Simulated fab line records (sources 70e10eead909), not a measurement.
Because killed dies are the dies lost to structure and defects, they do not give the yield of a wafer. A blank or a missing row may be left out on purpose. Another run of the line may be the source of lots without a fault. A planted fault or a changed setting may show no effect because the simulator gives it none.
Chamber matching || flow nand harc || ald hk-03 running NHARC_A_CHANNEL_FILL_D1_ALD_14: 4 sister chambers
The step deposits SiO2, target thk 2.5 nm, pulse time 10 s, ald cycles 25. 4 wafers are shown with their chamber, then 8 later ones without.

== EACH WAFER AND ITS CHAMBER ==
{"wafer": "L084.6", "chamber": 1, "heater power w (W)": 460}
{"wafer": "L090.1", "chamber": 0, "heater power w (W)": 465}
{"wafer": "L090.6", "chamber": 3, "heater power w (W)": 418}
{"wafer": "L092.2", "chamber": 2, "heater power w (W)": 475}

== WAFERS WITH NO CHAMBER GIVEN ==
{"wafer": "L092.3", "heater power w (W)": 465}
{"wafer": "L092.4", "heater power w (W)": 419}
{"wafer": "L093.1", "heater power w (W)": 479}
{"wafer": "L093.3", "heater power w (W)": 472}
{"wafer": "L093.4", "heater power w (W)": 426}
{"wafer": "L096.1", "heater power w (W)": 494}
{"wafer": "L096.2", "heater power w (W)": 492}
{"wafer": "L096.5", "heater power w (W)": 485}

== EACH ONE'S CHAMBER ==
{"wafer": "L092.3", "from the rows above": "can't be placed: 0 or 1 or 2", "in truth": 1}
{"wafer": "L092.4", "from the rows above": 3, "in truth": 3}
{"wafer": "L093.1", "from the rows above": "can't be placed: 2 or 0 or 1", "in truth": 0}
{"wafer": "L093.3", "from the rows above": "can't be placed: 2 or 0 or 1", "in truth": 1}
{"wafer": "L093.4", "from the rows above": 3, "in truth": 3}
{"wafer": "L096.1", "from the rows above": "can't be placed: 2 or 0 or 1", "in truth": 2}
{"wafer": "L096.2", "from the rows above": "can't be placed: 2 or 0 or 1", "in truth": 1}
{"wafer": "L096.5", "from the rows above": "can't be placed: 2 or 0 or 1", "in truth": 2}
Correctly placed: 2 of 8. Cannot be placed on the basis of these rows: 6; the candidates contain the true chamber in 6. Placed wrongly: 0.
How it was worked out, from the rows above alone: a wafer's distance from a chamber is the root of the sum, over the readings, of the square of ((its reading less the chamber's mean) divided by the reading's scatter). The wafer belongs to the nearest chamber; if the next one is less than 2 further off, it can't be placed. A chamber's mean is the mean of its shown wafers. The scatter: root of mean squared gap, hidden wafer to nearest shown wafer, with one shown wafer a chamber.
